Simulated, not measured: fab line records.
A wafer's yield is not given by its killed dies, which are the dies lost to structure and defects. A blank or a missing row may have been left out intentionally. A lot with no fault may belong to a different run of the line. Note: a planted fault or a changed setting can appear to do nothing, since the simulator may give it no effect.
The tool behind it: which one? || flow n5-finfet || 24 wafers from 9 lots sampled at 6 of the route's 1938 steps

== WHAT EACH GAUGE READ, for each wafer ==
N5_SD_EPI_P_INSPECT_26: inspects for defects (darkfield). Usual: 179 for raw-defect-count, sd 35.
{"lot": "L662", "measured": "day 3 23:05", "on": "defect-inspect-01", "raw-defect-count": "176 230", "flag": ""}
{"lot": "L665", "measured": "day 4 16:28", "on": "defect-inspect-02", "raw-defect-count": "185 194 237", "flag": ""}
{"lot": "L670", "measured": "day 5 23:11", "on": "defect-inspect-02", "raw-defect-count": "140 149 117", "flag": ""}
{"lot": "L671", "measured": "day 6 01:43", "on": "defect-inspect-02", "raw-defect-count": "207 161 197", "flag": ""}
{"lot": "L672", "measured": "day 6 12:05", "on": "defect-inspect-02", "raw-defect-count": "208 202 160", "flag": ""}
{"lot": "L673", "measured": "day 6 16:50", "on": "defect-inspect-02", "raw-defect-count": "249 157 280", "flag": ""}
{"lot": "L680", "measured": "day 8 08:39", "on": "defect-inspect-02", "raw-defect-count": "202 154", "flag": ""}
{"lot": "L681", "measured": "day 8 13:32", "on": "defect-inspect-01", "raw-defect-count": "161 153", "flag": ""}
{"lot": "L682", "measured": "day 9 02:39", "on": "defect-inspect-01", "raw-defect-count": "200 223 260", "flag": ""}

N5_BEOL_M4_RC_MEAS_101. Usual: DIBL_N 36.1 mV/V, standard deviation 2; DIBL_P 36.3 mV/V, standard deviation 2.5; IOFF_N 0.16 nA/um, standard deviation 0.037; IOFF_P 0.21 nA/um, standard deviation 0.039; ION_N 678 uA/um, standard deviation 15; ION_P 465 uA/um, standard deviation 8.7; SS_N 71.4 mV/dec, standard deviation 0.7; SS_P 73.3 mV/dec, standard deviation 0.74; VT_N 249 mV, standard deviation 3.6; VT_P -250.0 mV, standard deviation 2.9.
{"lot": "L662", "measured": "day 8 23:31", "on": "prober-01", "DIBL_N (mV/V)": "35.7 37.6", "DIBL_P (mV/V)": "35.4 37.8", "IOFF_N (nA/um)": "0.14 0.18", "IOFF_P (nA/um)": "0.17 0.22", "ION_N (uA/um)": "675 674", "ION_P (uA/um)": "457 460", "SS_N (mV/dec)": "70.6 72.1", "SS_P (mV/dec)": "73.0 74.7", "VT_N (mV)": "254 249", "VT_P (mV)": "-255.2 -249.7", "flag": ""}
{"lot": "L665", "measured": "day 9 06:07", "on": "prober-02", "DIBL_N (mV/V)": "36.2 34.6 37.3", "DIBL_P (mV/V)": "37.4 35.8 39.0", "IOFF_N (nA/um)": "0.16 0.13 0.19", "IOFF_P (nA/um)": "0.21 0.18 0.23", "ION_N (uA/um)": "679 671 688", "ION_P (uA/um)": "463 466 467", "SS_N (mV/dec)": "71.7 71.1 72.2", "SS_P (mV/dec)": "73.2 72.5 74.0", "VT_N (mV)": "249 256 250", "VT_P (mV)": "-253.5 -253.8 -251.7", "flag": ""}
{"lot": "L673", "measured": "day 12 11:16", "on": "prober-02", "DIBL_N (mV/V)": "38.2 39.7 39.1", "DIBL_P (mV/V)": "39.3 41.3 40.2", "IOFF_N (nA/um)": "0.20 0.26 0.21", "IOFF_P (nA/um)": "0.22 0.26 0.24", "ION_N (uA/um)": "691 715 680", "ION_P (uA/um)": "468 482 459", "SS_N (mV/dec)": "72.0 72.2 72.0", "SS_P (mV/dec)": "73.3 74.2 74.2", "VT_N (mV)": "247 241 245", "VT_P (mV)": "-249.6 -246.2 -248.8", "flag": ""}
{"lot": "L680", "measured": "day 14 06:56", "on": "prober-02", "DIBL_N (mV/V)": "35.6 33.9", "DIBL_P (mV/V)": "35.0 33.2", "IOFF_N (nA/um)": "0.15 0.13", "IOFF_P (nA/um)": "0.20 0.20", "ION_N (uA/um)": "675 679", "ION_P (uA/um)": "466 471", "SS_N (mV/dec)": "71.8 70.7", "SS_P (mV/dec)": "73.3 73.0", "VT_N (mV)": "250 252", "VT_P (mV)": "-247.7 -248.3", "flag": ""}
{"lot": "L681", "measured": "day 13 18:13", "on": "prober-02", "DIBL_N (mV/V)": "38.5 35.2", "DIBL_P (mV/V)": "39.9 34.9", "IOFF_N (nA/um)": "0.21 0.15", "IOFF_P (nA/um)": "0.22 0.16", "ION_N (uA/um)": "685 671", "ION_P (uA/um)": "455 451", "SS_N (mV/dec)": "72.0 70.6", "SS_P (mV/dec)": "74.3 72.9", "VT_N (mV)": "248 252", "VT_P (mV)": "-252.6 -256.1", "flag": ""}
{"lot": "L682", "measured": "day 14 13:26", "on": "prober-01", "DIBL_N (mV/V)": "39.8 36.3 37.8", "DIBL_P (mV/V)": "41.0 37.9 38.1", "IOFF_N (nA/um)": "0.25 0.17 0.21", "IOFF_P (nA/um)": "0.31 0.25 0.24", "ION_N (uA/um)": "702 687 689", "ION_P (uA/um)": "476 474 460", "SS_N (mV/dec)": "72.3 71.1 72.4", "SS_P (mV/dec)": "74.4 74.2 74.1", "VT_N (mV)": "242 246 244", "VT_P (mV)": "-245.9 -244.9 -248.1", "flag": ""}

== WHICH TOOL RAN EACH LOT (tool, then ch and the chambers of the sampled wafers, then the start) ==
{"lot": "L662", "N5_SDB_ETCH_17": "rie-diel-04 ch 1,3, day 4 08:11", "N5_SDB_ETCH_18": "rie-diel-04 ch 1,3, day 4 08:13", "N5_SDB_ETCH_25": "rie-diel-05 ch 1,2, day 4 09:00", "N5_DUMMY_REMOVAL_HM_STRIP_01": "rie-diel-01 ch 0,1, day 4 12:22"}
{"lot": "L665", "N5_SDB_ETCH_17": "rie-diel-06 ch 0,2,3, day 5 00:19", "N5_SDB_ETCH_18": "rie-diel-06 ch 0,2,3, day 5 00:21", "N5_SDB_ETCH_25": "rie-diel-05 ch 0,3, day 5 00:49", "N5_DUMMY_REMOVAL_HM_STRIP_01": "rie-diel-03 ch 1,3, day 5 04:10"}
{"lot": "L670", "N5_SDB_ETCH_17": "rie-diel-06 ch 0,1,2, day 6 06:50", "N5_SDB_ETCH_18": "rie-diel-06 ch 0,1,2, day 6 06:52", "N5_SDB_ETCH_25": "rie-diel-05 ch 2,3, day 6 07:46", "N5_DUMMY_REMOVAL_HM_STRIP_01": "-"}
{"lot": "L671", "N5_SDB_ETCH_17": "rie-diel-05 ch 1,2,3, day 6 10:15", "N5_SDB_ETCH_18": "rie-diel-05 ch 1,2,3, day 6 10:17", "N5_SDB_ETCH_25": "rie-diel-04 ch 1,2,3, day 6 10:45", "N5_DUMMY_REMOVAL_HM_STRIP_01": "-"}
{"lot": "L672", "N5_SDB_ETCH_17": "rie-diel-04 ch 0,1,2, day 6 19:50", "N5_SDB_ETCH_18": "rie-diel-04 ch 0,1,2, day 6 19:52", "N5_SDB_ETCH_25": "rie-diel-04 ch 2,3, day 6 20:20", "N5_DUMMY_REMOVAL_HM_STRIP_01": "-"}
{"lot": "L673", "N5_SDB_ETCH_17": "rie-diel-05 ch 0,1,3, day 7 01:00", "N5_SDB_ETCH_18": "rie-diel-05 ch 0,1,3, day 7 01:02", "N5_SDB_ETCH_25": "rie-diel-06 ch 2,3, day 7 01:43", "N5_DUMMY_REMOVAL_HM_STRIP_01": "rie-diel-01 ch 1,2,3, day 7 05:25"}
{"lot": "L680", "N5_SDB_ETCH_17": "rie-diel-06 ch 2,3, day 8 16:20", "N5_SDB_ETCH_18": "rie-diel-06 ch 2,3, day 8 16:22", "N5_SDB_ETCH_25": "rie-diel-04 ch 3, day 8 17:14", "N5_DUMMY_REMOVAL_HM_STRIP_01": "rie-diel-02 ch 3, day 8 20:40"}
{"lot": "L681", "N5_SDB_ETCH_17": "rie-diel-04 ch 0,1, day 8 21:17", "N5_SDB_ETCH_18": "rie-diel-04 ch 0,1, day 8 21:19", "N5_SDB_ETCH_25": "rie-diel-04 ch 0,2, day 8 21:49", "N5_DUMMY_REMOVAL_HM_STRIP_01": "rie-diel-02 ch 0,2, day 9 01:13"}
{"lot": "L682", "N5_SDB_ETCH_17": "rie-diel-06 ch 0,1,2, day 9 10:40", "N5_SDB_ETCH_18": "rie-diel-06 ch 0,1,2, day 9 10:42", "N5_SDB_ETCH_25": "rie-diel-05 ch 2,3, day 9 11:11", "N5_DUMMY_REMOVAL_HM_STRIP_01": "rie-diel-02 ch 0,1,3, day 9 14:34"}
- N5_SDB_ETCH_17: etches SiARC in CF4, target depth 23.4 nm, time 39 s.
- N5_SDB_ETCH_18: etches SOC in N2/H2, target depth 100 nm, overetch 20 nm, time 150 s.
- N5_SDB_ETCH_25: etches SiO2 in C4F6/O2, target depth 10 nm, time 3.3 s.
- N5_DUMMY_REMOVAL_HM_STRIP_01: strips SiNx in CH3F/O2, stops on poly-Si, target depth 4 nm, time 6.8 s.

== WHAT THE TOOLS THEMSELVES READ (means of the sampled wafers that have a number; where no wafer has one, the mark that the record gives instead) ==
N5_SDB_ETCH_17. Usual: bias-w 36.01 W, standard deviation 0.1; cf4-flow-sccm 99.98 sccm, standard deviation 0.29; drypump-motor-current-A 5.7 A, standard deviation 0.43; etch-rf-on-time-s 38.8 s, standard deviation 1.1; oes-product-au 0.66 a.u., standard deviation 0.084; rf-vpp-V 184.5 V, standard deviation 1.2; showerhead-plenum-p-Torr 2.18 Torr, standard deviation 0.056; throttle-valve-pct 15.68 %, standard deviation 0.23.
{"lot": "L662", "tool": "rie-diel-04", "bias-w (W)": 35.95, "cf4-flow-sccm (sccm)": 99.85, "drypump-motor-current-A (A)": 5.4, "etch-rf-on-time-s (s)": 38.2, "oes-product-au (a.u.)": 0.63, "rf-vpp-V (V)": 184.4, "showerhead-plenum-p-Torr (Torr)": 2.17, "throttle-valve-pct (%)": 15.78, "flag": ""}
{"lot": "L665", "tool": "rie-diel-06", "bias-w (W)": 36.00, "cf4-flow-sccm (sccm)": 100.33, "drypump-motor-current-A (A)": 5.8, "etch-rf-on-time-s (s)": 38.9, "oes-product-au (a.u.)": 0.59, "rf-vpp-V (V)": 183.7, "showerhead-plenum-p-Torr (Torr)": 2.15, "throttle-valve-pct (%)": 15.72, "flag": ""}
{"lot": "L670", "tool": "rie-diel-06", "bias-w (W)": "-", "cf4-flow-sccm (sccm)": "-", "drypump-motor-current-A (A)": "-", "etch-rf-on-time-s (s)": "-", "oes-product-au (a.u.)": "-", "rf-vpp-V (V)": "-", "showerhead-plenum-p-Torr (Torr)": "-", "throttle-valve-pct (%)": "-", "flag": "OFF"}
{"lot": "L671", "tool": "rie-diel-05", "bias-w (W)": "-", "cf4-flow-sccm (sccm)": "-", "drypump-motor-current-A (A)": "-", "etch-rf-on-time-s (s)": "-", "oes-product-au (a.u.)": "-", "rf-vpp-V (V)": "-", "showerhead-plenum-p-Torr (Torr)": "-", "throttle-valve-pct (%)": "-", "flag": "OFF"}
{"lot": "L672", "tool": "rie-diel-04", "bias-w (W)": "-", "cf4-flow-sccm (sccm)": "-", "drypump-motor-current-A (A)": "-", "etch-rf-on-time-s (s)": "-", "oes-product-au (a.u.)": "-", "rf-vpp-V (V)": "-", "showerhead-plenum-p-Torr (Torr)": "-", "throttle-valve-pct (%)": "-", "flag": "OFF"}
{"lot": "L673", "tool": "rie-diel-05", "bias-w (W)": 36.05, "cf4-flow-sccm (sccm)": 99.81, "drypump-motor-current-A (A)": 5.9, "etch-rf-on-time-s (s)": 39.7, "oes-product-au (a.u.)": 0.72, "rf-vpp-V (V)": 184.0, "showerhead-plenum-p-Torr (Torr)": 2.13, "throttle-valve-pct (%)": 15.48, "flag": ""}
{"lot": "L680", "tool": "rie-diel-06", "bias-w (W)": 36.06, "cf4-flow-sccm (sccm)": 100.00, "drypump-motor-current-A (A)": 6.1, "etch-rf-on-time-s (s)": 38.7, "oes-product-au (a.u.)": 0.79, "rf-vpp-V (V)": 184.8, "showerhead-plenum-p-Torr (Torr)": 2.17, "throttle-valve-pct (%)": 15.27, "flag": ""}
{"lot": "L681", "tool": "rie-diel-04", "bias-w (W)": 36.03, "cf4-flow-sccm (sccm)": 99.79, "drypump-motor-current-A (A)": 5.3, "etch-rf-on-time-s (s)": 38.9, "oes-product-au (a.u.)": 0.60, "rf-vpp-V (V)": 184.1, "showerhead-plenum-p-Torr (Torr)": 2.19, "throttle-valve-pct (%)": 15.88, "flag": ""}
{"lot": "L682", "tool": "rie-diel-06", "bias-w (W)": 35.88, "cf4-flow-sccm (sccm)": 99.88, "drypump-motor-current-A (A)": 6.1, "etch-rf-on-time-s (s)": 38.8, "oes-product-au (a.u.)": 0.73, "rf-vpp-V (V)": 183.4, "showerhead-plenum-p-Torr (Torr)": 2.15, "throttle-valve-pct (%)": 15.47, "flag": ""}

N5_SDB_ETCH_18. Usual: value, then standard deviation, for each; bias-w 150.0 W / 0.46; chamber-pressure-mTorr 30.01 mTorr / 0.03; drypump-motor-current-A 5.7 A / 0.43; oes-product-au 0.69 a.u. / 0.082; rf-vpp-V 524.8 V / 2.2; showerhead-plenum-p-Torr 2.58 Torr / 0.079; throttle-valve-pct 17.84 % / 0.27.
{"lot": "L662", "tool": "rie-diel-04", "bias-w (W)": 150.1, "chamber-pressure-mTorr (mTorr)": 29.98, "drypump-motor-current-A (A)": 5.4, "oes-product-au (a.u.)": 0.66, "rf-vpp-V (V)": 524.8, "showerhead-plenum-p-Torr (Torr)": 2.58, "throttle-valve-pct (%)": 18.04, "flag": ""}
{"lot": "L665", "tool": "rie-diel-06", "bias-w (W)": 150.0, "chamber-pressure-mTorr (mTorr)": 30.00, "drypump-motor-current-A (A)": 5.8, "oes-product-au (a.u.)": 0.63, "rf-vpp-V (V)": 523.8, "showerhead-plenum-p-Torr (Torr)": 2.54, "throttle-valve-pct (%)": 17.78, "flag": ""}
{"lot": "L670", "tool": "rie-diel-06", "bias-w (W)": 149.8, "chamber-pressure-mTorr (mTorr)": 30.01, "drypump-motor-current-A (A)": 6.1, "oes-product-au (a.u.)": 0.26, "rf-vpp-V (V)": 524.6, "showerhead-plenum-p-Torr (Torr)": 2.53, "throttle-valve-pct (%)": 17.69, "flag": "OFF"}
{"lot": "L671", "tool": "rie-diel-05", "bias-w (W)": 150.2, "chamber-pressure-mTorr (mTorr)": 30.01, "drypump-motor-current-A (A)": 6.0, "oes-product-au (a.u.)": 0.30, "rf-vpp-V (V)": 525.1, "showerhead-plenum-p-Torr (Torr)": 2.61, "throttle-valve-pct (%)": 17.78, "flag": "OFF"}
{"lot": "L672", "tool": "rie-diel-04", "bias-w (W)": 149.6, "chamber-pressure-mTorr (mTorr)": 29.99, "drypump-motor-current-A (A)": 5.5, "oes-product-au (a.u.)": 0.28, "rf-vpp-V (V)": 526.7, "showerhead-plenum-p-Torr (Torr)": 2.63, "throttle-valve-pct (%)": 17.94, "flag": "OFF"}
{"lot": "L673", "tool": "rie-diel-05", "bias-w (W)": 149.6, "chamber-pressure-mTorr (mTorr)": 29.98, "drypump-motor-current-A (A)": 5.9, "oes-product-au (a.u.)": 0.77, "rf-vpp-V (V)": 523.7, "showerhead-plenum-p-Torr (Torr)": 2.55, "throttle-valve-pct (%)": 17.80, "flag": ""}
{"lot": "L680", "tool": "rie-diel-06", "bias-w (W)": 150.0, "chamber-pressure-mTorr (mTorr)": 30.04, "drypump-motor-current-A (A)": 6.1, "oes-product-au (a.u.)": 0.81, "rf-vpp-V (V)": 525.1, "showerhead-plenum-p-Torr (Torr)": 2.59, "throttle-valve-pct (%)": 17.45, "flag": ""}
{"lot": "L681", "tool": "rie-diel-04", "bias-w (W)": 150.8, "chamber-pressure-mTorr (mTorr)": 30.01, "drypump-motor-current-A (A)": 5.3, "oes-product-au (a.u.)": 0.62, "rf-vpp-V (V)": 526.5, "showerhead-plenum-p-Torr (Torr)": 2.61, "throttle-valve-pct (%)": 18.16, "flag": ""}
{"lot": "L682", "tool": "rie-diel-06", "bias-w (W)": 149.9, "chamber-pressure-mTorr (mTorr)": 29.99, "drypump-motor-current-A (A)": 6.1, "oes-product-au (a.u.)": 0.76, "rf-vpp-V (V)": 523.9, "showerhead-plenum-p-Torr (Torr)": 2.52, "throttle-valve-pct (%)": 17.50, "flag": ""}

N5_SDB_ETCH_25. Usual: C4F6_flow_sccm 10.005 sccm, standard deviation 0.027; O2_flow_sccm 10.004 sccm, standard deviation 0.03; drypump-motor-current-A 5.8 A, standard deviation 0.42; oes-product-au 0.78 a.u., standard deviation 0.11; rf-vpp-V 669 V, standard deviation 28; showerhead-plenum-p-Torr 2.87 Torr, standard deviation 0.069; throttle-valve-pct 21.15 %, standard deviation 0.25.
{"lot": "L662", "tool": "rie-diel-05", "C4F6_flow_sccm (sccm)": 10.032, "O2_flow_sccm (sccm)": 9.989, "drypump-motor-current-A (A)": 5.9, "oes-product-au (a.u.)": 0.90, "rf-vpp-V (V)": 679, "showerhead-plenum-p-Torr (Torr)": 2.95, "throttle-valve-pct (%)": 20.90, "flag": ""}
{"lot": "L665", "tool": "rie-diel-05", "C4F6_flow_sccm (sccm)": 10.035, "O2_flow_sccm (sccm)": 9.988, "drypump-motor-current-A (A)": 5.6, "oes-product-au (a.u.)": 0.67, "rf-vpp-V (V)": 676, "showerhead-plenum-p-Torr (Torr)": 2.81, "throttle-valve-pct (%)": 21.27, "flag": ""}
{"lot": "L670", "tool": "rie-diel-05", "C4F6_flow_sccm (sccm)": 10.029, "O2_flow_sccm (sccm)": 10.002, "drypump-motor-current-A (A)": 5.9, "oes-product-au (a.u.)": 0.77, "rf-vpp-V (V)": 682, "showerhead-plenum-p-Torr (Torr)": 2.91, "throttle-valve-pct (%)": 21.11, "flag": ""}
{"lot": "L671", "tool": "rie-diel-04", "C4F6_flow_sccm (sccm)": 9.989, "O2_flow_sccm (sccm)": 10.021, "drypump-motor-current-A (A)": 5.5, "oes-product-au (a.u.)": 0.76, "rf-vpp-V (V)": 653, "showerhead-plenum-p-Torr (Torr)": 2.90, "throttle-valve-pct (%)": 21.20, "flag": ""}
{"lot": "L672", "tool": "rie-diel-04", "C4F6_flow_sccm (sccm)": 9.996, "O2_flow_sccm (sccm)": 10.033, "drypump-motor-current-A (A)": 5.5, "oes-product-au (a.u.)": 0.76, "rf-vpp-V (V)": 638, "showerhead-plenum-p-Torr (Torr)": 2.87, "throttle-valve-pct (%)": 21.31, "flag": ""}
{"lot": "L673", "tool": "rie-diel-06", "C4F6_flow_sccm (sccm)": 10.019, "O2_flow_sccm (sccm)": 9.976, "drypump-motor-current-A (A)": 5.9, "oes-product-au (a.u.)": 0.95, "rf-vpp-V (V)": 669, "showerhead-plenum-p-Torr (Torr)": 2.89, "throttle-valve-pct (%)": 20.76, "flag": ""}
{"lot": "L680", "tool": "rie-diel-04", "C4F6_flow_sccm (sccm)": 9.968, "O2_flow_sccm (sccm)": 9.991, "drypump-motor-current-A (A)": 5.4, "oes-product-au (a.u.)": 0.71, "rf-vpp-V (V)": 608, "showerhead-plenum-p-Torr (Torr)": 2.80, "throttle-valve-pct (%)": 21.38, "flag": ""}
{"lot": "L681", "tool": "rie-diel-04", "C4F6_flow_sccm (sccm)": 10.014, "O2_flow_sccm (sccm)": 10.003, "drypump-motor-current-A (A)": 5.5, "oes-product-au (a.u.)": 0.76, "rf-vpp-V (V)": 694, "showerhead-plenum-p-Torr (Torr)": 2.95, "throttle-valve-pct (%)": 21.42, "flag": ""}
{"lot": "L682", "tool": "rie-diel-05", "C4F6_flow_sccm (sccm)": 10.012, "O2_flow_sccm (sccm)": 9.995, "drypump-motor-current-A (A)": 6.0, "oes-product-au (a.u.)": 0.71, "rf-vpp-V (V)": 674, "showerhead-plenum-p-Torr (Torr)": 2.85, "throttle-valve-pct (%)": 21.25, "flag": ""}

N5_DUMMY_REMOVAL_HM_STRIP_01. Usual: drypump-motor-current-A 6.0 A, standard deviation 0.41; oes-product-au 0.63 a.u., standard deviation 0.071; rf-vpp-V 127.6 V, standard deviation 1; showerhead-plenum-p-Torr 1.99 Torr, standard deviation 0.054; throttle-valve-pct 16.31 %, standard deviation 0.19.
{"lot": "L662", "tool": "rie-diel-01", "drypump-motor-current-A (A)": 6.1, "oes-product-au (a.u.)": 0.70, "rf-vpp-V (V)": 127.2, "showerhead-plenum-p-Torr (Torr)": 2.01, "throttle-valve-pct (%)": 16.38, "flag": ""}
{"lot": "L665", "tool": "rie-diel-03", "drypump-motor-current-A (A)": 6.2, "oes-product-au (a.u.)": 0.58, "rf-vpp-V (V)": 127.3, "showerhead-plenum-p-Torr (Torr)": 2.03, "throttle-valve-pct (%)": 16.36, "flag": ""}
{"lot": "L673", "tool": "rie-diel-01", "drypump-motor-current-A (A)": 6.0, "oes-product-au (a.u.)": 0.64, "rf-vpp-V (V)": 128.3, "showerhead-plenum-p-Torr (Torr)": 2.01, "throttle-valve-pct (%)": 16.39, "flag": ""}
{"lot": "L680", "tool": "rie-diel-02", "drypump-motor-current-A (A)": 5.8, "oes-product-au (a.u.)": 0.60, "rf-vpp-V (V)": 125.4, "showerhead-plenum-p-Torr (Torr)": 1.90, "throttle-valve-pct (%)": 16.11, "flag": ""}
{"lot": "L681", "tool": "rie-diel-02", "drypump-motor-current-A (A)": 6.2, "oes-product-au (a.u.)": 0.61, "rf-vpp-V (V)": 126.7, "showerhead-plenum-p-Torr (Torr)": 1.96, "throttle-valve-pct (%)": 16.34, "flag": ""}
{"lot": "L682", "tool": "rie-diel-02", "drypump-motor-current-A (A)": 6.1, "oes-product-au (a.u.)": 0.63, "rf-vpp-V (V)": 126.1, "showerhead-plenum-p-Torr (Torr)": 1.95, "throttle-valve-pct (%)": 16.31, "flag": ""}

== THE ANSWER, worked out from the rows above alone ==
Rule: a lot counts as off when the mean over its wafers that have a number is more than 3 standard deviations away from the usual mean. Also off: a lot with no number at a reading for which 4 or more lots have one. Any other lot the step has rows for is counted as sound. Order of review: gauges by route order, followed by the tools' own readings, for which a lot's mean as printed above is used. At the first step where some lot is off, the reading lying furthest off is the one used; lots without a number count as furthest.
Off, at N5_SDB_ETCH_17 on bias-w: L670, L671, L672. Without a number there: L670, L671, L672.
A tool fits if, at that step or a process step before it, it ran every lot that is off, and no sound lot after the first of them. No candidate that was tried fits.

== WHAT THE SIMULATOR PUT IN ==
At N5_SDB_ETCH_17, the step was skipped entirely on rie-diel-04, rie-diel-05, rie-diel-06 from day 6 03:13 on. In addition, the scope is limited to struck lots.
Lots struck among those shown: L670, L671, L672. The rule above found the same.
